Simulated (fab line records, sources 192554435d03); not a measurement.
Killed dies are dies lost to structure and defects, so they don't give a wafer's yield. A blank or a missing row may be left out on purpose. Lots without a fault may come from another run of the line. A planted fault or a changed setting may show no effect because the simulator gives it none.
Which tool did it? | flow n5_finfet | 9 lots, 27 wafers sampled, at 4 steps of a route of 1938

WHAT THE GAUGES READ, wafer by wafer
N5_BEOL_M7_THK_MEAS_53: measures by xrf.
lot  | measured     | on            | M7_THK (nm)
L590 | day 9 07:08  | film_metro-01 | 77.6 78.6 77.1
L592 | day 9 18:13  | film_metro-02 | 85.1 81.3 82.4
L594 | day 10 17:45 | film_metro-02 | 187.9 77.6 81.4
L597 | day 11 04:50 | film_metro-02 | 197.3 80.6 191.7
L602 | day 12 20:55 | film_metro-02 | 79.3 83.1 81.1
L608 | day 14 05:19 | film_metro-01 | 78.8 78.1 79.7
L609 | day 14 03:06 | film_metro-01 | 77.3 77.2 77.7
L610 | day 15 07:35 | film_metro-02 | 81.0 81.1 80.3
L612 | day 15 13:47 | film_metro-01 | 78.5 78.4 80.3

WHICH TOOL RAN EACH LOT (tool, then ch and the chambers of the sampled wafers, then the start)
lot  | N5_BEOL_M7_TRENCH_ETCH_37                     | N5_BEOL_M7_SURFACE_TREAT_79  | N5_BEOL_M7_CMP_52
L590 | rie_diel-01 ch 1,2,3, day 9 04:51 or earlier  | pvd_sputter-01, day 9 05:59  | cmp-01 ch 0,1,2, day 9 06:53
L592 | rie_diel-02 ch 0,1, day 9 15:56 or earlier    | pvd_sputter-03, day 9 17:11  | cmp-01 ch 0,1,2, day 9 18:00
L594 | rie_diel-01 ch 0,2, day 10 13:43 or earlier   | pvd_sputter-02, day 10 16:43 | cmp-01 ch 1,2,3, day 10 17:29
L597 | rie_diel-01 ch 0,2,3, day 11 00:40 or earlier | pvd_sputter-02, day 11 02:01 | cmp-01 ch 2,3, day 11 04:32
L602 | rie_diel-05 ch 0,1,2, day 12 18:19 or earlier | pvd_sputter-02, day 12 19:16 | cmp-03 ch 2,3, day 12 20:38
L608 | rie_diel-01 ch 2,3, day 14 01:21 or earlier   | pvd_sputter-02, day 14 04:19 | cmp-01 ch 1,2, day 14 05:04
L609 | rie_diel-05 ch 1,2,3, day 14 00:37 or earlier | pvd_sputter-02, day 14 01:32 | cmp-01 ch 0,2, day 14 02:49
L610 | rie_diel-01 ch 0,1,2, day 15 05:08 or earlier | pvd_sputter-01, day 15 06:25 | cmp-01 ch 0,2, day 15 07:20
L612 | rie_diel-01 ch 0,1,3, day 15 09:19 or earlier | pvd_sputter-02, day 15 12:47 | cmp-02 ch 1,2,3, day 15 13:32
- N5_BEOL_M7_TRENCH_ETCH_37: etches SiCOH lowk in C4F6/O2, target depth 93.478 nm, time 31.2 s.
- N5_BEOL_M7_SURFACE_TREAT_79
- N5_BEOL_M7_CMP_52: polishes, stops on SiCOH lowk, t overpolish 6.9 s, target thk 80 nm.

THE ANSWER, worked out from the rows above alone
Rule: what is usual is taken from the lots themselves. Put in order of their means at a reading, lots are off if they are a third of the lots or fewer, leave a main group of 4 or more, and stand apart from it by a gap of 3 or more times the standard deviation of the main group's means; of several such gaps the widest counts. A main group whose means are all the same, to the digits that the tables above print for the reading, isn't used. A lot without any number at a reading at which 4 lots or more have one is off too. The other lots that the step has rows for count as sound.
Off: L594, L597, at N5_BEOL_M7_THK_MEAS_53 (M7_THK). The main group: mean 79.7 nm, standard deviation 1.8.
A tool fits if, at a process step before that reading, it ran every lot that is off, and no sound lot after the first of them. The gauges at N5_BEOL_M7_THK_MEAS_53 are tried like those tools. N5_BEOL_M7_TRENCH_ETCH_37 gives no start for some lots, so the hours and the order of its lots are those of N5_BEOL_M7_OCD_MEAS_38. None of those tried fits.

WHAT THE SIMULATOR HAD PUT IN
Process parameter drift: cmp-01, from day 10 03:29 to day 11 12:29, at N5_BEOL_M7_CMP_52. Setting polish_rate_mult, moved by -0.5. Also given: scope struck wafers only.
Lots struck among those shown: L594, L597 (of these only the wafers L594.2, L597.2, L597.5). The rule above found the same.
